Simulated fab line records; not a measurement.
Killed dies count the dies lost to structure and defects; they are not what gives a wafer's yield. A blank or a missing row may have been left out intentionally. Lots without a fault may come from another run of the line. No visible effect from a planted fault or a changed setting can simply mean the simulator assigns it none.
Struck lot and sound lot, side by side + flow nandHarc + 45 steps out of a route of 1302
Sound: these wafers, L192.4, L192.5, L192.6. Struck: wafer L205.2. Last of all comes the cause.
For every step that has rows: the tool of each side, followed by ch and its chambers, followed by its first start. Under that, the readings that differ: sound wafers + struck wafers + difference of the means + sigmas: that difference in standard deviations of wafers without a fault.
alike: words and numbers the same on both sides, and readings whose means are apart by under 2 such deviations; not compared: readings that were withheld, readings missing a value for some wafer, numbers with overlapping values and no deviation given by the record, and bounds like >300 which may hide the same value.
A row with sigmas, a row that says differs or no value, or rows on one side alone: a step with any of these is where the two part. Non-overlapping numbers with no deviation appear without sigmas and do not part them. Lack of a reading on every wafer of one side parts them only where that side has two or more wafers.

first, 1 step without rows for these wafers: NHARC_P_STI_ANNEAL_34 (time 1800 s).
NHARC_P_STI_CMP_21: polishes, t overpolish 20 s, target thk 380.67 nm.
  sound on cmp-01 ch 0,3, day 3 15:20; struck on cmp-01 ch 2, day 9 01:08
  alike: motorCurrentA, overpolishRunS
then, 7 steps without rows for these wafers: NHARC_P_STI_SRD_35; NHARC_P_STI_ETCH_36 (etches SiO2 in dHF, target depth 38.8 nm); NHARC_P_STI_STRIP_24 (strips Si3N4 in H3PO4); NHARC_P_STI_ETCH_37 (etches SiO2 in dHF, target depth 11 nm); NHARC_P_STI_PRECLEAN_38 (cleans in SC1); NHARC_P_STI_SRD_39; NHARC_P_STI_OXIDE_40 (material SiO2, target thk 10 nm, ox time 1362 s).
NHARC_P_STI_INSPECT_25:
  sound on defectInspect-02, day 4 01:31; struck on defectInspect-02, day 9 08:51
  alike: rawDefectCount
then, 1 step without rows for these wafers: NHARC_P_GATE_ETCH_69 (etches SiO2 in dHF, target depth 14 nm).
NHARC_P_GATE_PRECLEAN_70: cleans in SC1.
  sound on wetBench-01 ch 3,4,6, day 4 01:40; struck on wetBench-03 ch 6, day 9 09:01
  alike: diwFlowMLMin, h2o2FlowMLMin
then, 10 steps without rows for these wafers: NHARC_P_GATE_SRD_01; NHARC_P_GATE_OXIDE_02 (material SiO2, target thk 37.5 nm, ox time 365 s); NHARC_P_GATE_DEHYDRATE_03 (time 120 s); NHARC_P_GATE_HMDS_04 (time 30 s); NHARC_P_GATE_COAT_05; NHARC_P_GATE_SOFTBAKE_06 (time 95 s); NHARC_P_GATE_EBR_07; NHARC_P_GATE_EXPOSE_08 (exposes mask P HV); NHARC_P_GATE_PEB_09 (peb time 85 s); NHARC_P_GATE_DEVELOP_10 (time 70 s).
NHARC_P_GATE_CD_MEAS_11: the cd target is 1640 nm.
  sound on cdSem-01 ch 0, day 4 09:52; struck on cdSem-03 ch 0, day 9 17:09
  alike: cdNm
then, 1 step without rows for these wafers: NHARC_P_GATE_HARDBAKE_12 (time 80 s).
NHARC_P_GATE_DESCUM_13: chemistry O2, time 3 s.
  sound on rieDiel-13 ch 1,2, day 4 10:01; struck on rieDiel-13 ch 0, day 9 17:19
| reading                      | sound          | struck | difference | sigmas |
|------------------------------|----------------|--------|------------|--------|
| showerheadPlenumPTorr (Torr) | 1.99 1.87 1.99 | 1.80   | -0.15      | -2     |
  alike: drypumpMotorCurrentA, oesProductAu, rfVppV, throttleValvePct
  not compared: rfHoursCounterH
then, 6 steps without rows for these wafers: NHARC_P_GATE_ETCH_14 (etches SiO2 in dHF, target depth 48.8 nm); NHARC_P_GATE_STRIP_15 (strips in SPM, time 780 s); NHARC_P_GATE_PRECLEAN_71 (cleans in SC1); NHARC_P_GATE_SRD_72; NHARC_P_GATE_OXIDE_16 (material SiO2, target thk 3 nm, ox time 392 s); NHARC_P_GATE_CVD_17 (deposits poly-Si, target thk 150 nm, time 900 s).
NHARC_P_GATE_HM_DEP_102: deposits aC, target thk 120 nm.
  sound on aclDep-01 ch 0, day 4 23:47; struck on aclDep-02 ch 0, day 10 05:43
| reading            | sound | struck | difference                   | sigmas |
|--------------------|-------|--------|------------------------------|--------|
| susceptorTempC (C) | - - - | 399.67 | no value on the sound wafers |        |
  alike: throttleValvePct
NHARC_P_GATE_DEP_103: deposits SiON, target thk 30 nm.
  sound on pecvd-02 ch 0,1,2, day 5 00:12; struck on pecvd-01 ch 0, day 10 06:18
  alike: heaterPowerW, susceptorTempC
then, 8 steps without rows for these wafers: NHARC_P_GATE_DEHYDRATE_18 (time 120 s); NHARC_P_GATE_HMDS_19 (time 30 s); NHARC_P_GATE_COAT_20 (resist thk 90 nm); NHARC_P_GATE_SOFTBAKE_21 (time 55 s); NHARC_P_GATE_EBR_22; NHARC_P_GATE_EXPOSE_23 (exposes mask P GATE, target cd 120 nm); NHARC_P_GATE_PEB_24 (peb time 65 s); NHARC_P_GATE_DEVELOP_25 (develop time 35 s).
NHARC_P_GATE_INSPECT_28:
  sound on defectInspect-02, day 5 00:55; struck on defectInspect-02, day 10 07:15
| reading        | sound | struck | difference | sigmas      |
|----------------|-------|--------|------------|-------------|
| rawDefectCount | 3 4 4 | 1459   | +1455      | +99 or more |
  not compared: hold
NHARC_P_GATE_DESCUM_31: chemistry O2, time 3 s.
  sound on rieDiel-13 ch 1,2,3, day 5 01:01; struck on rieDiel-01 ch 3, day 10 08:36
| reading             | sound | struck                  | difference                   | sigmas |
|---------------------|-------|-------------------------|------------------------------|--------|
| hold                | - - - | awaitDispo/1.3h/release | no value on the sound wafers |        |
| rfHoursCounterH (h) | - - - | 0.7                     | no value on the sound wafers |        |
  alike: drypumpMotorCurrentA, oesProductAu, rfVppV, showerheadPlenumPTorr, throttleValvePct
NHARC_P_GATE_INSPECT_68:
  sound on defectInspect-01, day 5 19:19; struck on defectInspect-01, day 11 08:19
| reading        | sound       | struck | difference | sigmas |
|----------------|-------------|--------|------------|--------|
| rawDefectCount | 267 326 239 | 1620   | +1343      | +17    |
  not compared: hold
-- break in the record here, with 21 days between the starts of the struck wafers on either side (left off in module P_GATE, picked up again in module END, where the first step shown is number 1302 on the route) --
NHARC_END_SORT_01:
  only the struck wafers appear in the record here, on prober-02 ch 0 at day 32 01:30; the sound ones have no rows

== WHERE THEY PART ==
Last at NHARC_END_SORT_01 as far as this record goes, first at NHARC_P_GATE_DESCUM_13.

WHY: the cause the simulator had injected
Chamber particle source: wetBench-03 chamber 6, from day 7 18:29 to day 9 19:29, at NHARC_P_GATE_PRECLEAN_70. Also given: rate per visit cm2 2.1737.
